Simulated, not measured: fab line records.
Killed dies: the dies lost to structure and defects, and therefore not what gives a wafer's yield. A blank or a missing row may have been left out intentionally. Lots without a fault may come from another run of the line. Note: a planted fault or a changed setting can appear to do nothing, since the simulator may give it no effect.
Matching of chambers :: flow nand-harc :: pecvd-03 running NHARC_A_SLIT_DEP_25: 3 sister chambers
The step deposits SiO2, target thk 200 nm. 3 wafers are shown with their chamber, then 9 later ones without.

== WAFERS WITH THEIR CHAMBER ==
wafer: L086.1
chamber: 2
throttle-valve-pct (%): 16.1

wafer: L086.2
chamber: 1
throttle-valve-pct (%): 16.8

wafer: L086.4
chamber: 0
throttle-valve-pct (%): 15.4

== WAFERS WHOSE CHAMBER IS MISSING ==
wafer: L088.1
throttle-valve-pct (%): 15.6

wafer: L088.3
throttle-valve-pct (%): 16.8

wafer: L088.4
throttle-valve-pct (%): 15.5

wafer: L089.2
throttle-valve-pct (%): 17.0

wafer: L089.4
throttle-valve-pct (%): 15.2

wafer: L089.5
throttle-valve-pct (%): 16.9

wafer: L094.1
throttle-valve-pct (%): 15.6

wafer: L094.2
throttle-valve-pct (%): 15.9

wafer: L094.5
throttle-valve-pct (%): 15.5

== EACH ONE'S CHAMBER ==
wafer: L088.1
from the rows above: can't be placed: 0 or 2
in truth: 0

wafer: L088.3
from the rows above: 1
in truth: 1

wafer: L088.4
from the rows above: 0
in truth: 0

wafer: L089.2
from the rows above: 1
in truth: 1

wafer: L089.4
from the rows above: 0
in truth: 0

wafer: L089.5
from the rows above: 1
in truth: 1

wafer: L094.1
from the rows above: can't be placed: 0 or 2
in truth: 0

wafer: L094.2
from the rows above: can't be placed: 2 or 0
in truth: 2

wafer: L094.5
from the rows above: 0
in truth: 0
Correct placement for 6 of the 9. Cannot be placed on the basis of these rows: 3; the candidates contain the true chamber in 3. Wrongly placed: 0.
How it was worked out, from the rows above alone: a wafer's distance from a chamber is the root of the sum, over the readings, of the square of ((its reading less the chamber's mean) divided by the reading's scatter). If the next closest chamber is less than 2 further off than the closest, the wafer can't be placed; otherwise it belongs to the closest. For every chamber, the mean is computed from those of its wafers that are shown. The scatter: root of mean squared gap, hidden wafer to nearest shown wafer, with one shown wafer a chamber.
